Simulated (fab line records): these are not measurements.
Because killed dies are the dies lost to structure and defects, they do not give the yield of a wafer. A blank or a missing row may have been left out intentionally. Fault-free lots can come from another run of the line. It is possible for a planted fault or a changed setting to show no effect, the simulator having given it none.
Split-lot study + flow n5 finfet + 39 wafers read across 7 lots, on a route 1938 steps long

## THE SPLIT
At N5_DUMMY_GATE_EXPOSE_12 (exposes mask GATE, target cd 25 nm), the setting dose mj was moved away from the recipe's 34 on 18 of the 39 wafers read, by -7.9% to +7.4%. For the rest of the wafers, this setting stayed at what the recipe calls for.

## FROM THE SPLIT TO THE READING: what the file shows between them, 2 steps
- N5_DUMMY_GATE_PEB_13: peb time 60 s
- N5_DUMMY_GATE_DEVELOP_14: develop time 30 s

## THE READING
cd nm (nm) at N5_DUMMY_GATE_CD_MEAS_15, where the cd target is 25.8 nm. On this fab line, fault-free wafers typically give 24.95 nm with a standard deviation of 0.28 nm.

| wafer  | tool, chamber at the split | dose mj as run | against the recipe | cd nm, nm | against lot-mates on the recipe |
|--------|----------------------------|----------------|--------------------|-----------|---------------------------------|
| L075.1 | euv scanner-02, 0          | 33.16          | -2.5%              | 25.08     | +0.10                           |
| L075.2 | euv scanner-02, 0          | 33.16          | -2.5%              | 25.18     | +0.20                           |
| L075.3 | euv scanner-02, 0          | 33.16          | -2.5%              | 25.51     | +0.53                           |
| L075.4 | euv scanner-02, 0          | 34             | recipe             | 25.17     | -                               |
| L075.5 | euv scanner-02, 0          | 34             | recipe             | 24.86     | -                               |
| L075.6 | euv scanner-02, 0          | 34             | recipe             | 24.91     | -                               |
| L083.1 | euv scanner-02, 0          | 32.53          | -4.3%              | 25.96     | +0.87                           |
| L083.2 | euv scanner-02, 0          | 32.53          | -4.3%              | 26.11     | +1.02                           |
| L083.3 | euv scanner-02, 0          | 34             | recipe             | 25.13     | -                               |
| L083.4 | euv scanner-02, 0          | 34             | recipe             | 25.15     | -                               |
| L083.5 | euv scanner-02, 0          | 32.53          | -4.3%              | 25.69     | +0.60                           |
| L083.6 | euv scanner-02, 0          | 34             | recipe             | 25.00     | -                               |
| L084.1 | euv scanner-02, 0          | 36.5           | +7.4%              | 23.69     | -1.52                           |
| L084.2 | euv scanner-02, 0          | 34             | recipe             | 25.17     | -                               |
| L084.3 | euv scanner-02, 0          | 36.5           | +7.4%              | 23.40     | -1.81                           |
| L084.4 | euv scanner-02, 0          | 34             | recipe             | 25.42     | -                               |
| L084.5 | euv scanner-02, 0          | 36.5           | +7.4%              | 24.08     | -1.13                           |
| L084.6 | euv scanner-02, 0          | 34             | recipe             | 25.05     | -                               |
| L085.1 | euv scanner-02, 0          | 34             | recipe             | 25.02     | -                               |
| L085.3 | euv scanner-02, 0          | 34             | recipe             | 24.81     | -                               |
| L085.4 | euv scanner-02, 0          | 34             | recipe             | 24.99     | -                               |
| L086.1 | euv scanner-01, 0          | 32.67          | -3.9%              | 25.94     | +1.06                           |
| L086.2 | euv scanner-01, 0          | 32.67          | -3.9%              | 26.00     | +1.12                           |
| L086.3 | euv scanner-01, 0          | 34             | recipe             | 24.88     | -                               |
| L086.4 | euv scanner-01, 0          | 34             | recipe             | 25.00     | -                               |
| L086.5 | euv scanner-01, 0          | 32.67          | -3.9%              | 26.04     | +1.16                           |
| L086.6 | euv scanner-01, 0          | 34             | recipe             | 24.77     | -                               |
| L088.1 | euv scanner-02, 0          | 34             | recipe             | 25.03     | -                               |
| L088.2 | euv scanner-02, 0          | 32.51          | -4.4%              | 25.73     | +0.64                           |
| L088.3 | euv scanner-02, 0          | 32.51          | -4.4%              | 25.55     | +0.46                           |
| L088.4 | euv scanner-02, 0          | 32.51          | -4.4%              | 26.37     | +1.28                           |
| L088.5 | euv scanner-02, 0          | 34             | recipe             | 24.71     | -                               |
| L088.6 | euv scanner-02, 0          | 34             | recipe             | 25.54     | -                               |
| L094.1 | euv scanner-02, 0          | 34             | recipe             | 25.06     | -                               |
| L094.2 | euv scanner-02, 0          | 31.33          | -7.9%              | 26.25     | +1.54                           |
| L094.3 | euv scanner-02, 0          | 31.33          | -7.9%              | 26.63     | +1.92                           |
| L094.4 | euv scanner-02, 0          | 31.33          | -7.9%              | 26.88     | +2.17                           |
| L094.5 | euv scanner-02, 0          | 34             | recipe             | 24.64     | -                               |
| L094.6 | euv scanner-02, 0          | 34             | recipe             | 24.43     | -                               |

FIT RESULTS
A straight line over all 39 wafers: cd nm changes by -0.194 nm for each +1% of dose mj; r = -0.93; the points scatter about the line by 0.27 nm.
The same after taking each lot's own level away (the mean of its wafers on the recipe; 39 wafers): -0.215 nm for each +1%; r = -0.95; scatter 0.25 nm.
The reading moves by 1.7 nm for the largest change in dose mj, on that fit.
Across the lots, their own levels run from 24.710 to 25.213 nm, a range of 1.8 times the standard deviation given above.
So the slope is not independent of the lot-to-lot level: the two fits are not the same.
Check: with one of the wafers moved furthest among these (-7.9%) left out of the fit, the line predicts +1.72 nm for it against its lot-mates. It came out at +1.54 nm against them.

## THESE WAFERS: OTHER SPLITS
Before the reading, these wafers also passed through other splits. Each is held against what the fit with the lots' levels taken away leaves over:
| other split on the same wafers             | wafers away from the commonest value | r with cd nm (lot level and that fit taken away) |
|--------------------------------------------|--------------------------------------|--------------------------------------------------|
| N5_WELL_APT_EXPOSE_22 dose mj              | 9                                    | -0.01                                            |
| N5_FIN_SAQP_MANDREL_ETCH_22 target depth a | 12                                   | +0.10                                            |

## FILE'S OWN FIT
cd nm changes by -0.216 nm for each +1% of dose mj, r = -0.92.
